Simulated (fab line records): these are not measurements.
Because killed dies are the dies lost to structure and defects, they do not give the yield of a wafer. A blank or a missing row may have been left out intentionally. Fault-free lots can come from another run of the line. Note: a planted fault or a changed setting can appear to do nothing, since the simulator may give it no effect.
Comparing a struck lot with a sound one :: flow n5 finfet :: 16 steps out of a route of 1938
Sound: wafers L651.1, L651.2, L651.3. Struck: wafers L655.3, L655.4, L655.5. The cause is named last.
For every step that has rows: the tool of each side, followed by ch and its chambers, followed by its first start. Under that, the readings that differ: sound wafers :: struck wafers :: difference of the means :: sigmas: that difference in standard deviations of wafers without a fault.
alike: words and numbers the same on both sides, and readings whose means are apart by under 2 such deviations; not compared: readings that were withheld, readings missing a value for some wafer, numbers with overlapping values and no deviation given by the record, and bounds like >300 which may hide the same value.
The two part at a step that has a row with sigmas, a row that says differs or no value, or rows on one side only. Numbers that don't overlap but have no deviation are shown without sigmas and don't part them. A reading missing from all wafers of one side parts the sides only when that side holds two or more wafers.

N5_MOL_CONTACT_COAG_STRIP_96: strips in N2/H2.
  sound on rie diel-01 ch 0,2,3, day 6 06:36; struck on rie diel-01 ch 0,1, day 6 19:25
  alike: bias power w, drypump motor current A, oes product au, rf vpp V, showerhead plenum p Torr, throttle valve pct
  not compared: rf hours counter h
N5_MOL_CONTACT_COAG_ETCH_47: etches SiNx in CH3F/O2, stops on W, target depth 27 nm.
  sound on rie diel-01 ch 0,2,3, day 6 06:38; struck on rie diel-01 ch 0,1, day 6 19:28
  alike: O2_flow_sccm, drypump motor current A, etch rf on time s, oes product au, rf vpp V, showerhead plenum p Torr, throttle valve pct
  not compared: rf hours counter h
N5_MOL_CONTACT_COAG_STRIP_119: strips in N2/H2, time 30 s.
  sound on plasma asher-02 ch 0,1, day 6 06:43; struck on plasma asher-02 ch 0,1, day 6 19:34
  alike: drypump motor current A, heater power w
  not compared: rf hours counter h
then, 2 steps without rows for these wafers: N5_MOL_CONTACT_COAG_PRECLEAN_144 (cleans in alkaline clean, time 60 s); N5_MOL_CONTACT_COAG_SRD_145 (time 30 s).
N5_MOL_CONTACT_COAG_CD_MEAS_137 targets a cd of 16 nm.
  sound: cd sem-02 at day 6 06:52; struck: cd sem-01 at day 6 19:41
  alike: cd nm
then, 6 steps without rows for these wafers: N5_MOL_CONTACT_COAG_COAT_62 (time 60 s, resist thk 60 nm); N5_MOL_CONTACT_COAG_COAT_63 (time 60 s, resist thk 10 nm); N5_MOL_CONTACT_COAG_COAT_64 (time 60 s, resist thk 10 nm); N5_MOL_CONTACT_COAG_COAT_34 (resist thk 40 nm); N5_MOL_CONTACT_COAG_EBR_36; N5_MOL_CONTACT_COAG_SOFTBAKE_35 (time 60 s).
N5_MOL_CONTACT_COAG_EXPOSE_37: exposes mask VD, defocus 0 nm.
  sound on euv scanner-02 ch 0, day 6 07:10; struck on euv scanner-02 ch 0, day 6 20:01
reading: exposure dose mJ cm2
sound: 62.02 61.95 62.02
struck: 63.42 63.36 63.37
difference: +1.39
sigmas: +18
  alike: mask
then, 1 step without rows for these wafers: N5_MOL_CONTACT_COAG_PEB_38 (peb time 60 s).
-- here the record skips 5 days between the struck wafers' starts before and after, leaving off in module MOL_CONTACT_COAG and picking up in module BEOL_M4 (first step shown: number 1111 of the route) --
N5_BEOL_M4_RC_MEAS_101:
  sound on prober-02 ch 0, day 11 03:59; struck on prober-01 ch 0, day 12 05:40
  alike: DIBL_N, DIBL_P, IOFF_N, IOFF_P, ION_N, ION_P, SS_N, SS_P, VT_N, VT_P
then, 1 step without rows for these wafers: N5_PASSIVATION_PROBE_49.

## WHERE THEY PART
Within this record, at N5_MOL_CONTACT_COAG_EXPOSE_37 only. Later steps at which nothing parts them and some readings are alike: N5_BEOL_M4_RC_MEAS_101.

WHY: the cause the simulator had injected
Process parameter drift: euv scanner-02, from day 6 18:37 on, at N5_MOL_CONTACT_COAG_EXPOSE_37. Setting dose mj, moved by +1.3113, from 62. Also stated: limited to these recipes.
